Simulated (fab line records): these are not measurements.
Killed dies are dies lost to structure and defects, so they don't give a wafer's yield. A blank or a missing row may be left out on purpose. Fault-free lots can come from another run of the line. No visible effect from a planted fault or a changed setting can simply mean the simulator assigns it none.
Which of the tools did it?	flow n5-finfet	route of 1938 steps, sampled at 1 step: 7 lots, 21 wafers

WHAT EACH GAUGE READ, for each wafer
N5_BEOL_M10_INSPECT_13: inspects for defects (brightfield).
lot	measured	on	raw-defect-count
L198	day 10 16:51	defect-inspect-01	270 295 230
L199	day 10 22:40	defect-inspect-02	532 625 527
L203	day 12 01:33	defect-inspect-02	360 389 249
L211	day 14 00:22	defect-inspect-02	485 317 539
L212	day 14 08:58	defect-inspect-02	387 412 393
L216	day 15 02:44	defect-inspect-01	370 397 494
L218	day 15 09:13	defect-inspect-02	352 399 521

EACH LOT AND THE TOOL THAT RAN IT (in order: tool; ch and the chambers of the sampled wafers; start)
Before these readings, the record contains no process step.

THE ANSWER, worked out from the rows above alone
Rule: the usual values come from the lots themselves. The widest of any qualifying gaps counts: lots, ordered by their means at a reading, are off when they make up no more than a third of the lots, leave a main group of 4 or more, and stand apart from it by 3 or more times the standard deviation of that group's means. Not used: any main group whose means are identical at the precision the tables above print for the reading. A lot without any number at a reading at which 4 lots or more have one is off too. All remaining lots with rows at the step are treated as sound.
No lot is off at any reading shown: from this, nothing can be told.

WHAT THE SIMULATOR HAD INSERTED
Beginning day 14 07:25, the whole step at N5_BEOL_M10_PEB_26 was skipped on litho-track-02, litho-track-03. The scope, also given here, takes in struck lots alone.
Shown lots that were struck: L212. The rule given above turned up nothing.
